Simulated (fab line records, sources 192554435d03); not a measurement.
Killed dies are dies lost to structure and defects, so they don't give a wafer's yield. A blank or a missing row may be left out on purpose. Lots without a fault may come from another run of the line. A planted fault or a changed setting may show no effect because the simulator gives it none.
Which tool did it? | flow n5_finfet | 8 lots, 24 wafers sampled, at 7 steps of a route of 1938

WHAT THE GAUGES READ, wafer by wafer
N5_SD_EPI_P_OVL_MEAS_10.
lot  | measured    | on         | SD_P_BLK_OVL (nm)
L381 | day 3 07:08 | overlay-01 | 0.4 -0.5 -0.7
L386 | day 4 10:32 | overlay-02 | 1.0 0.4 0.5
L388 | day 5 01:02 | overlay-01 | 0.4 0.2 -1.0
L391 | day 5 16:04 | overlay-02 | 0.3 0.2 -0.4
L397 | day 7 04:11 | overlay-01 | 0.8 1.0 0.9
L400 | day 8 02:53 | overlay-02 | -0.8 -1.2 -0.9
L402 | day 8 12:12 | overlay-01 | -0.7 -1.1 -1.6
L403 | day 9 04:33 | overlay-02 | 0.0 0.0 0.1

N5_SD_EPI_P_EPI_MEAS_23.
lot  | measured    | on            | thk_nm (nm)
L381 | day 3 10:45 | film_metro-01 | 62.1 62.1 63.4
L386 | day 4 14:08 | film_metro-02 | 62.9 62.5 60.2
L388 | day 5 04:38 | film_metro-02 | 61.3 62.3 60.8
L391 | day 5 19:51 | film_metro-02 | 61.1 60.7 60.2
L397 | day 7 08:40 | film_metro-01 | 61.7 61.9 60.4
L400 | day 8 07:43 | film_metro-01 | 65.7 65.8 65.1
L402 | day 8 16:39 | film_metro-02 | 66.9 68.4 67.3
L403 | day 9 09:01 | film_metro-02 | 59.4 57.6 59.4

N5_SD_ACTIVATION_RS_MEAS_03: measures by four-point-probe.
lot  | measured    | on            | RS_SD_N (ohm/sq)  | RS_SD_P (ohm/sq)
L381 | day 3 11:22 | film_metro-01 | 22.04 21.77 21.88 | 55.6 55.2 55.1
L386 | day 4 14:47 | film_metro-01 | 21.50 21.48 21.79 | 56.1 56.6 57.0
L388 | day 5 05:22 | film_metro-01 | 22.06 22.37 22.30 | 55.4 56.1 56.4
L391 | day 5 20:38 | film_metro-01 | 22.01 21.82 21.76 | 55.3 55.4 55.8
L397 | day 7 09:20 | film_metro-01 | 22.03 22.16 22.25 | 55.9 56.1 56.4
L400 | day 8 08:19 | film_metro-01 | 22.05 22.14 22.14 | 51.9 51.6 52.0
L402 | day 8 17:19 | film_metro-01 | 21.68 22.09 21.67 | 49.8 49.8 49.7
L403 | day 9 09:44 | film_metro-02 | 22.01 21.94 21.81 | 56.9 57.9 56.4

N5_BEOL_M4_RC_MEAS_101.
lot  | measured     | on        | DIBL_N (mV/V)  | DIBL_P (mV/V)  | IOFF_N (nA/um)    | IOFF_P (nA/um)    | ION_N (uA/um) | ION_P (uA/um) | RS_SD_P (ohm/sq) | SS_N (mV/dec)  | SS_P (mV/dec)  | VT_N (mV)         | VT_P (mV)
L381 | day 7 23:53  | prober-01 | 39.0 39.4 40.5 | 37.2 37.7 39.9 | 0.176 0.183 0.224 | 0.213 0.222 0.259 | 686 683 697   | 469 461 477   | 65.8 64.6 64.7   | 73.3 72.5 72.8 | 74.2 74.1 74.2 | 247.0 247.6 244.5 | -251.2 -249.5 -250.8
L386 | day 9 02:28  | prober-02 | 36.6 36.0 35.3 | 37.2 36.3 35.5 | 0.147 0.145 0.134 | 0.204 0.201 0.183 | 679 694 665   | 463 469 460   | 66.0 66.4 66.4   | 72.0 71.6 71.7 | 73.4 72.9 73.3 | 249.0 250.9 251.9 | -249.7 -250.8 -252.3
L388 | day 10 04:04 | prober-02 | 35.0 35.8 35.1 | 35.0 36.2 34.2 | 0.147 0.169 0.147 | 0.186 0.206 0.174 | 666 679 666   | 460 465 449   | 65.8 66.6 66.5   | 71.6 71.2 71.5 | 73.4 73.2 73.8 | 252.3 249.0 252.8 | -252.5 -253.1 -252.6
L391 | day 10 04:52 | prober-01 | 37.0 36.2 35.5 | 36.6 35.5 34.2 | 0.162 0.148 0.134 | 0.231 0.208 0.188 | 680 674 671   | 472 463 462   | 65.0 64.9 65.5   | 71.5 71.1 71.2 | 73.0 72.7 71.7 | 248.9 249.8 249.6 | -249.5 -251.7 -250.8
L397 | day 12 01:38 | prober-01 | 33.6 34.6 35.3 | 33.9 35.4 36.2 | 0.125 0.136 0.144 | 0.181 0.197 0.205 | 662 671 667   | 457 463 457   | 66.4 66.4 67.1   | 70.7 71.0 71.8 | 72.4 73.3 73.4 | 255.2 252.1 253.1 | -250.4 -249.0 -250.7
L400 | day 12 18:36 | prober-01 | 35.8 38.0 36.2 | 35.4 37.1 35.9 | 0.135 0.161 0.139 | 0.242 0.279 0.261 | 661 656 655   | 471 467 463   | 61.8 61.2 61.0   | 70.9 72.7 71.7 | 73.0 73.9 73.3 | 253.4 249.9 252.5 | -247.6 -245.6 -243.7
L402 | day 12 23:37 | prober-02 | 38.7 37.7 38.3 | 40.8 40.4 41.5 | 0.203 0.184 0.213 | 0.265 0.253 0.283 | 671 675 679   | 466 461 466   | 57.8 58.6 58.6   | 73.0 72.1 72.4 | 74.2 74.4 73.9 | 248.8 249.9 248.1 | -247.1 -247.8 -246.0
L403 | day 13 22:59 | prober-01 | 34.7 35.0 35.2 | 34.7 35.3 36.0 | 0.130 0.134 0.145 | 0.191 0.199 0.215 | 662 679 672   | 459 466 464   | 66.6 67.3 66.9   | 71.6 70.6 71.2 | 72.5 72.7 72.4 | 253.3 251.0 250.8 | -251.2 -248.1 -249.1

WHICH TOOL RAN EACH LOT (tool, then ch and the chambers of the sampled wafers, then the start)
lot  | N5_SD_EPI_P_ETCH_16               | N5_SD_EPI_P_EPI_21             | N5_ILD0_CMP_03
L381 | rie_diel-04 ch 0,2,3, day 3 07:49 | epi_rpcvd-03 ch 0, day 3 08:33 | cmp-01 ch 0,2,3, day 3 14:09
L386 | rie_diel-01 ch 0,1, day 4 11:13   | epi_rpcvd-02 ch 0, day 4 12:19 | cmp-03 ch 0,1,2, day 4 17:43
L388 | rie_diel-03 ch 0,1,2, day 5 01:42 | epi_rpcvd-03 ch 0, day 5 02:26 | cmp-03 ch 0,1,2, day 5 08:05
L391 | rie_diel-04 ch 0,2, day 5 16:44   | epi_rpcvd-04 ch 0, day 5 18:01 | cmp-03 ch 1,2,3, day 5 23:20
L397 | rie_diel-01 ch 0,1,3, day 7 04:52 | epi_rpcvd-04 ch 0, day 7 06:43 | cmp-02 ch 2,3, day 7 12:31
L400 | rie_diel-01 ch 0,2, day 8 03:57   | epi_rpcvd-03 ch 0, day 8 04:48 | cmp-01 ch 2,3, day 8 11:08
L402 | rie_diel-04 ch 2,3, day 8 12:52   | epi_rpcvd-03 ch 0, day 8 14:41 | cmp-02 ch 1,2, day 8 20:21
L403 | rie_diel-04 ch 0,1, day 9 05:13   | epi_rpcvd-04 ch 0, day 9 07:02 | cmp-02 ch 1,3, day 9 12:25
- N5_SD_EPI_P_ETCH_16: etches SiO2 in CHF3/O2, target depth 5 nm.
- N5_SD_EPI_P_EPI_21: deposits SiGe:B, time 355 s.
- N5_ILD0_CMP_03: polishes, stops on SiNx, t overpolish 1.9 s, target thk 197.38 nm.

WHAT THE TOOLS THEMSELVES READ (means of the sampled wafers that have a number; where no wafer has one, the mark that the record gives instead)
N5_SD_EPI_P_ETCH_16.
lot  | tool        | drypump_motor_current_A (A) | oes_ar_750_au (a.u.) | oes_product_au (a.u.) | rf_vpp_V (V) | showerhead_plenum_p_Torr (Torr) | throttle_valve_pct (%)
L381 | rie_diel-04 | 6.0                         | 0.72                 | 0.72                  | 526          | 2.43                            | 19.04
L386 | rie_diel-01 | 5.3                         | 0.92                 | 0.93                  | 528          | 2.56                            | 18.66
L388 | rie_diel-03 | 5.5                         | 0.84                 | 0.83                  | 518          | 2.43                            | 19.00
L391 | rie_diel-04 | 5.8                         | 0.70                 | 0.70                  | 527          | 2.49                            | 19.11
L397 | rie_diel-01 | 5.5                         | 0.88                 | 0.89                  | 529          | 2.52                            | 18.68
L400 | rie_diel-01 | 5.4                         | 0.75                 | 0.75                  | 524          | 2.44                            | 19.01
L402 | rie_diel-04 | 6.2                         | 0.71                 | 0.70                  | 520          | 2.36                            | 19.05
L403 | rie_diel-04 | 5.8                         | 0.72                 | 0.72                  | 534          | 2.43                            | 18.94

N5_SD_EPI_P_EPI_21.
lot  | tool         | chamber_pressure_Torr (Torr) | susceptor_temp_C (C) | susceptor_temp_C_max
L381 | epi_rpcvd-03 | 20.03                        | 550.10               | 551.2
L386 | epi_rpcvd-02 | 19.94                        | 550.26               | 551.3
L388 | epi_rpcvd-03 | 19.98                        | 550.09               | 551.4
L391 | epi_rpcvd-04 | 19.97                        | 550.45               | 551.2
L397 | epi_rpcvd-04 | 19.99                        | 550.00               | 550.8
L400 | epi_rpcvd-03 | 20.00                        | 554.31               | 555.5
L402 | epi_rpcvd-03 | 19.99                        | 554.00               | 555.2
L403 | epi_rpcvd-04 | 20.02                        | 549.71               | 550.4

N5_ILD0_CMP_03.
lot  | tool   | head_pressure_psi (psi) | motor_current_A (A) | overpolish_run_s (s) | time_to_endpoint_s (s)
L381 | cmp-01 | 4.146                   | 13.6                | 1.907                | 65
L386 | cmp-03 | 4.149                   | 12.1                | 1.902                | 68
L388 | cmp-03 | 4.149                   | 11.7                | 1.896                | 65
L391 | cmp-03 | 4.153                   | 12.4                | 1.897                | 72
L397 | cmp-02 | 4.149                   | 11.0                | 1.904                | 66
L400 | cmp-01 | 4.162                   | 13.4                | 1.888                | 71
L402 | cmp-02 | 4.139                   | 13.7                | 1.890                | 72
L403 | cmp-02 | 4.137                   | 13.8                | 1.891                | 68

THE ANSWER, worked out from the rows above alone
Rule: what is usual is taken from the lots themselves. Put in order of their means at a reading, lots are off if they are a third of the lots or fewer, leave a main group of 4 or more, and stand apart from it by a gap of 3 or more times the standard deviation of the main group's means; of several such gaps the widest counts. A main group whose means are all the same, to the digits that the tables above print for the reading, isn't used. A lot without any number at a reading at which 4 lots or more have one is off too. The other lots that the step has rows for count as sound. The gauges are gone through in route order, then the tools' own readings, and for those a lot's mean is taken as printed above. The first step at which some lot is off is used, and at that step the reading that is off furthest; a lot without a number counts as furthest.
Off: L400, L402, at N5_SD_ACTIVATION_RS_MEAS_03 (RS_SD_P). The main group: mean 56.1 ohm/sq, standard deviation 0.6.
A tool fits if, at a process step before that reading, it ran every lot that is off, and no sound lot after the first of them. The gauges at N5_SD_ACTIVATION_RS_MEAS_03 aren't tried: what is off there is off at N5_BEOL_M4_RC_MEAS_101 too, on other tools, and a gauge's error can't cause that. One fits: epi_rpcvd-03 at N5_SD_EPI_P_EPI_21. Its last sound lot is L388 (day 5 02:26), its first lot that is off L400 (day 8 04:48): a fault that began between those two fits.
The tool's own readings at N5_SD_EPI_P_EPI_21 bear it out: on the lots that are off they differ by more than 5 times the standard deviation of the sound lots' means. susceptor_temp_C reads 554.15 C there against 550.10 C on the sound lots; susceptor_temp_C_max reads 555.4 there against 551.0 on the sound lots.

WHAT THE SIMULATOR HAD PUT IN
Process parameter drift: epi_rpcvd-03, from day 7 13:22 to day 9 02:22, at N5_SD_EPI_P_EPI_21. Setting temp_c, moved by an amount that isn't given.
Lots struck among those shown: L400, L402. The rule above found the same.
